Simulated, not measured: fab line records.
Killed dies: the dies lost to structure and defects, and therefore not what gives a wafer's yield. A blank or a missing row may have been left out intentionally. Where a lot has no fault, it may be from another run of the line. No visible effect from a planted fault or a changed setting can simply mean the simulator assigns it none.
A single fault, viewed from 2 desks	flow n5Finfet	each desk holds nothing but its own numbers, with what lay behind them at the end

== THE TOOL OWNER'S DESK: pvdSputter-01 ==
The tool's own readings at N5_BEOL_M15_SPUTTER_45 (material Cu, target thk 100 nm, time 16.67 s): means of the sampled wafers that have a number, for each lot that ran on this tool. If a lot's mean is further than 4 standard deviations from the usual mean, the lot is out of limits and carries the mark OUT (the distance appears in the brackets).
Columns: A = chuckGasFlowSccm at N5_BEOL_M15_SPUTTER_45, usual 1.26 sccm; B = throttleValvePct at N5_BEOL_M15_SPUTTER_45, usual 30.4 %
lot	first seen here	A	B
L477	day 11 09:14	1.26	31.9
L482	day 13 03:44	1.31	31.2
L488	day 14 20:55	1.25	31.8
L489	day 14 21:19	1.31	31.9
This desk's verdict: no lot among the 4 shows anything out of limits.

== AT THE METROLOGY DESK ==
What the gauges read for every lot (on any tool): the sampled wafers with a number, averaged. If a lot's mean is further than 4 standard deviations from the usual mean, the lot is out of limits and carries the mark OUT (the distance appears in the brackets). Shown here are 7 of its 11 readings, the ones lying furthest out on some lot.
Columns: A = DIBL_N at N5_BEOL_M4_RC_MEAS_101, usual 37.2 mV/V; B = IOFF_N at N5_BEOL_M4_RC_MEAS_101, usual 0.17 nA/um; C = IOFF_P at N5_BEOL_M4_RC_MEAS_101, usual 0.24 nA/um; D = ION_P at N5_BEOL_M4_RC_MEAS_101, usual 469 uA/um; E = VT_N at N5_BEOL_M4_RC_MEAS_101, usual 249 mV; F = VT_P at N5_BEOL_M4_RC_MEAS_101, usual -248 mV; G = cdNm at N5_PASSIVATION_CD_MEAS_44, usual 40001 nm
lot	first seen here	A	B	C	D	E	F	G
L477	day 7 19:19	36.5	0.17	0.25	469	250	-245	40000
L480	day 8 15:36	38.5	0.19	0.23	464	249	-252	40002
L481	day 8 21:31	38.3	0.18	0.28	476	247	-244	40004
L482	day 9 13:37	36.9	0.17	0.30	480	248	-243	39994
L488	day 10 22:10	36.5	0.15	0.22	472	251	-248	39999
L489	day 10 22:28	38.4	0.19	0.24	466	250	-248	39998
L491	day 11 14:37	37.1	0.16	0.24	464	251	-249	40002
L496	day 12 23:25	39.0	0.23	0.26	471	245	-248	40008
L495	day 12 23:43	36.9	0.17	0.20	458	249	-253	40000
L499	day 13 07:25	36.1	0.16	0.23	468	249	-249	39999
This desk's verdict: no lot among the 10 shows anything out of limits.

== PUT TOGETHER ==
The desk of the tool owner found nothing out of limits.
At the metrology desk, nothing out of limits was observed.

== WHAT HAD BEEN PUT IN BY THE SIMULATOR ==
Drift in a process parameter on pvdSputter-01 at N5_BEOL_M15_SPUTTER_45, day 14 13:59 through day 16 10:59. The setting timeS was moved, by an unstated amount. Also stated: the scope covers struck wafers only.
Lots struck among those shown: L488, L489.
